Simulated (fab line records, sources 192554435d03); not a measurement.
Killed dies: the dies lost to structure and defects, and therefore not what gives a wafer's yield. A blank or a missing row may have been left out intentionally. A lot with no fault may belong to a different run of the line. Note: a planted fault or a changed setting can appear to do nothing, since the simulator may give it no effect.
Split-lot experiment || flow n5 finfet || 39 wafers read across 7 lots, on a route 1938 steps long

== THE SPLIT ITSELF ==
At N5_SDB_ETCH_25 (etches SiO2 in C4F6/O2, target depth 10 nm, time 3.3 s), the setting time s was moved away from the recipe's 3.3 s on 15 of the 39 wafers read, by -53.4% to +26.5%. All remaining wafers had this setting at the recipe value.

The reading comes from the split's own step.

== THE READING ==
etch.depth nm (the simulator's own value, which no gauge read), in nm, at N5_SDB_ETCH_25 (etches SiO2 in C4F6/O2, target depth 10 nm, time 3.3 s). There is no usual value for it anywhere in the file. Average 9.985 nm, standard deviation 0.13 nm, over the 24 wafers here run with the recipe.

{"wafer": "L076.1", "tool, chamber at the split": "rie diel-02, 1", "time s as run, s": 3.3, "against the recipe": "recipe", "etch.depth nm, nm": 9.923, "against lot-mates on the recipe": "-"}
{"wafer": "L076.3", "tool, chamber at the split": "rie diel-02, 3", "time s as run, s": 3.3, "against the recipe": "recipe", "etch.depth nm, nm": 10.07, "against lot-mates on the recipe": "-"}
{"wafer": "L076.4", "tool, chamber at the split": "rie diel-02, 1", "time s as run, s": 3.3, "against the recipe": "recipe", "etch.depth nm, nm": 9.909, "against lot-mates on the recipe": "-"}
{"wafer": "L081.1", "tool, chamber at the split": "rie diel-02, 1", "time s as run, s": 3.3, "against the recipe": "recipe", "etch.depth nm, nm": 9.961, "against lot-mates on the recipe": "-"}
{"wafer": "L081.2", "tool, chamber at the split": "rie diel-02, 2", "time s as run, s": 4.173, "against the recipe": "+26.5%", "etch.depth nm, nm": 12.54, "against lot-mates on the recipe": "+2.567"}
{"wafer": "L081.3", "tool, chamber at the split": "rie diel-02, 3", "time s as run, s": 3.3, "against the recipe": "recipe", "etch.depth nm, nm": 10.1, "against lot-mates on the recipe": "-"}
{"wafer": "L081.4", "tool, chamber at the split": "rie diel-02, 0", "time s as run, s": 4.173, "against the recipe": "+26.5%", "etch.depth nm, nm": 12.91, "against lot-mates on the recipe": "+2.937"}
{"wafer": "L081.5", "tool, chamber at the split": "rie diel-02, 1", "time s as run, s": 4.173, "against the recipe": "+26.5%", "etch.depth nm, nm": 12.62, "against lot-mates on the recipe": "+2.647"}
{"wafer": "L081.6", "tool, chamber at the split": "rie diel-02, 2", "time s as run, s": 3.3, "against the recipe": "recipe", "etch.depth nm, nm": 9.858, "against lot-mates on the recipe": "-"}
{"wafer": "L084.1", "tool, chamber at the split": "rie diel-02, 3", "time s as run, s": 3.3, "against the recipe": "recipe", "etch.depth nm, nm": 10.08, "against lot-mates on the recipe": "-"}
{"wafer": "L084.2", "tool, chamber at the split": "rie diel-02, 2", "time s as run, s": 1.714, "against the recipe": "-48.1%", "etch.depth nm, nm": 5.093, "against lot-mates on the recipe": -4.951}
{"wafer": "L084.3", "tool, chamber at the split": "rie diel-02, 0", "time s as run, s": 1.714, "against the recipe": "-48.1%", "etch.depth nm, nm": 5.317, "against lot-mates on the recipe": -4.727}
{"wafer": "L084.4", "tool, chamber at the split": "rie diel-02, 1", "time s as run, s": 3.3, "against the recipe": "recipe", "etch.depth nm, nm": 9.941, "against lot-mates on the recipe": "-"}
{"wafer": "L084.5", "tool, chamber at the split": "rie diel-02, 2", "time s as run, s": 1.714, "against the recipe": "-48.1%", "etch.depth nm, nm": 5.087, "against lot-mates on the recipe": -4.957}
{"wafer": "L084.6", "tool, chamber at the split": "rie diel-02, 3", "time s as run, s": 3.3, "against the recipe": "recipe", "etch.depth nm, nm": 10.11, "against lot-mates on the recipe": "-"}
{"wafer": "L086.1", "tool, chamber at the split": "rie diel-02, 1", "time s as run, s": 3.3, "against the recipe": "recipe", "etch.depth nm, nm": 9.91, "against lot-mates on the recipe": "-"}
{"wafer": "L086.2", "tool, chamber at the split": "rie diel-02, 2", "time s as run, s": 3.3, "against the recipe": "recipe", "etch.depth nm, nm": 9.667, "against lot-mates on the recipe": "-"}
{"wafer": "L086.3", "tool, chamber at the split": "rie diel-02, 0", "time s as run, s": 3.3, "against the recipe": "recipe", "etch.depth nm, nm": 10.08, "against lot-mates on the recipe": "-"}
{"wafer": "L086.4", "tool, chamber at the split": "rie diel-02, 3", "time s as run, s": 3.3, "against the recipe": "recipe", "etch.depth nm, nm": 10.05, "against lot-mates on the recipe": "-"}
{"wafer": "L086.5", "tool, chamber at the split": "rie diel-02, 2", "time s as run, s": 3.3, "against the recipe": "recipe", "etch.depth nm, nm": 9.803, "against lot-mates on the recipe": "-"}
{"wafer": "L086.6", "tool, chamber at the split": "rie diel-02, 3", "time s as run, s": 3.3, "against the recipe": "recipe", "etch.depth nm, nm": 9.941, "against lot-mates on the recipe": "-"}
{"wafer": "L087.1", "tool, chamber at the split": "rie diel-04, 2", "time s as run, s": 3.3, "against the recipe": "recipe", "etch.depth nm, nm": 9.986, "against lot-mates on the recipe": "-"}
{"wafer": "L087.2", "tool, chamber at the split": "rie diel-04, 0", "time s as run, s": 3.3, "against the recipe": "recipe", "etch.depth nm, nm": 9.97, "against lot-mates on the recipe": "-"}
{"wafer": "L087.3", "tool, chamber at the split": "rie diel-04, 1", "time s as run, s": 1.537, "against the recipe": "-53.4%", "etch.depth nm, nm": 4.828, "against lot-mates on the recipe": -5.137}
{"wafer": "L087.4", "tool, chamber at the split": "rie diel-04, 3", "time s as run, s": 1.537, "against the recipe": "-53.4%", "etch.depth nm, nm": 4.641, "against lot-mates on the recipe": -5.324}
{"wafer": "L087.5", "tool, chamber at the split": "rie diel-04, 0", "time s as run, s": 3.3, "against the recipe": "recipe", "etch.depth nm, nm": 9.94, "against lot-mates on the recipe": "-"}
{"wafer": "L087.6", "tool, chamber at the split": "rie diel-04, 1", "time s as run, s": 1.537, "against the recipe": "-53.4%", "etch.depth nm, nm": 4.805, "against lot-mates on the recipe": -5.160}
{"wafer": "L090.1", "tool, chamber at the split": "rie diel-06, 3", "time s as run, s": 2.641, "against the recipe": "-20.0%", "etch.depth nm, nm": 7.758, "against lot-mates on the recipe": -2.372}
{"wafer": "L090.2", "tool, chamber at the split": "rie diel-06, 0", "time s as run, s": 3.3, "against the recipe": "recipe", "etch.depth nm, nm": 10.16, "against lot-mates on the recipe": "-"}
{"wafer": "L090.3", "tool, chamber at the split": "rie diel-06, 2", "time s as run, s": 2.641, "against the recipe": "-20.0%", "etch.depth nm, nm": 7.987, "against lot-mates on the recipe": -2.143}
{"wafer": "L090.4", "tool, chamber at the split": "rie diel-06, 2", "time s as run, s": 3.3, "against the recipe": "recipe", "etch.depth nm, nm": 10.02, "against lot-mates on the recipe": "-"}
{"wafer": "L090.5", "tool, chamber at the split": "rie diel-06, 3", "time s as run, s": 2.641, "against the recipe": "-20.0%", "etch.depth nm, nm": 7.844, "against lot-mates on the recipe": -2.286}
{"wafer": "L090.6", "tool, chamber at the split": "rie diel-06, 0", "time s as run, s": 3.3, "against the recipe": "recipe", "etch.depth nm, nm": 10.21, "against lot-mates on the recipe": "-"}
{"wafer": "L096.1", "tool, chamber at the split": "rie diel-02, 1", "time s as run, s": 3.3, "against the recipe": "recipe", "etch.depth nm, nm": 10.01, "against lot-mates on the recipe": "-"}
{"wafer": "L096.2", "tool, chamber at the split": "rie diel-02, 3", "time s as run, s": 1.811, "against the recipe": "-45.1%", "etch.depth nm, nm": 5.604, "against lot-mates on the recipe": -4.382}
{"wafer": "L096.3", "tool, chamber at the split": "rie diel-02, 0", "time s as run, s": 1.811, "against the recipe": "-45.1%", "etch.depth nm, nm": 5.59, "against lot-mates on the recipe": -4.396}
{"wafer": "L096.4", "tool, chamber at the split": "rie diel-02, 2", "time s as run, s": 3.3, "against the recipe": "recipe", "etch.depth nm, nm": 9.797, "against lot-mates on the recipe": "-"}
{"wafer": "L096.5", "tool, chamber at the split": "rie diel-02, 3", "time s as run, s": 1.811, "against the recipe": "-45.1%", "etch.depth nm, nm": 5.599, "against lot-mates on the recipe": -4.387}
{"wafer": "L096.6", "tool, chamber at the split": "rie diel-02, 0", "time s as run, s": 3.3, "against the recipe": "recipe", "etch.depth nm, nm": 10.15, "against lot-mates on the recipe": "-"}

FIT RESULTS
A straight line over all 39 wafers: etch.depth nm changes by +0.0992 nm for each +1% of time s; r = +1.00; the points scatter about the line by 0.13 nm.
The same after taking each lot's own level away (the mean of its wafers on the recipe; 39 wafers): +0.0997 nm for each +1%; r = +1.00; scatter 0.14 nm.
On that fit, the largest move of time s shifts the reading by 5.3 nm.
The span of the lots' own levels, 9.9085 to 10.1300 nm, comes to 1.8 times the standard deviation stated above.
Hence the lot-to-lot level has little effect on the slope; both slopes agree.
Check: with one of the wafers moved furthest among these (-53.4%) left out of the fit, the line predicts -5.35 nm for it against its lot-mates. It came out at -5.14 nm against them.

== THE FILE'S OWN FIT ==
etch.depth nm changes by +0.0997 nm for each +1% of time s, r = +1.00.
